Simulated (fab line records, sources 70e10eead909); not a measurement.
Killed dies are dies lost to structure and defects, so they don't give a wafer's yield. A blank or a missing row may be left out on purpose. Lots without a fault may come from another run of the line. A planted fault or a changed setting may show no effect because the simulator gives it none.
Chamber matching | flow nand_harc | NHARC_A_CHANNEL_FILL_D2_STRIP_28 on rie_diel-01: 4 sister chambers
The step strips in O2, time 20 s. 4 wafers are shown with their chamber, then 8 later ones without.

WAFERS WITH THEIR CHAMBER
wafer  | chamber | oes_product_au (a.u.)
L083.3 | 1       | 0.996
L088.5 | 3       | 1.000
L088.6 | 0       | 0.990
L091.2 | 2       | 0.996

WAFERS WITHOUT THEIR CHAMBER
wafer  | oes_product_au (a.u.)
L091.4 | 0.988
L091.5 | 0.995
L095.1 | 1.004
L095.2 | 1.000
L095.5 | 0.996
L097.1 | 0.993
L097.3 | 0.991
L097.6 | 1.009

WHICH CHAMBER EACH WENT THROUGH
wafer  | from the rows above               | in truth
L091.4 | can't be placed: 0 or 1 or 2      | 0
L091.5 | can't be placed: 1 or 2 or 0 or 3 | 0
L095.1 | can't be placed: 3 or 1 or 2      | 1
L095.2 | can't be placed: 3 or 1 or 2      | 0
L095.5 | can't be placed: 1 or 2 or 3 or 0 | 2
L097.1 | can't be placed: 0 or 1 or 2 or 3 | 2
L097.3 | can't be placed: 0 or 1 or 2      | 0
L097.6 | can't be placed: 3 or 1 or 2      | 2
Placed correctly: 0 of 8. Can't be placed from these rows: 8 (the true chamber is among the candidates in 7). Placed wrongly: 0.
How it was worked out, from the rows above alone: a wafer's distance from a chamber is the root of the sum, over the readings, of the square of ((its reading less the chamber's mean) divided by the reading's scatter). The wafer belongs to the nearest chamber; if the next one is less than 2 further off, it can't be placed. A chamber's mean is the mean of its shown wafers. The scatter: with one shown wafer a chamber, the root of the mean of the squares of how far each hidden wafer lies from its nearest shown one.
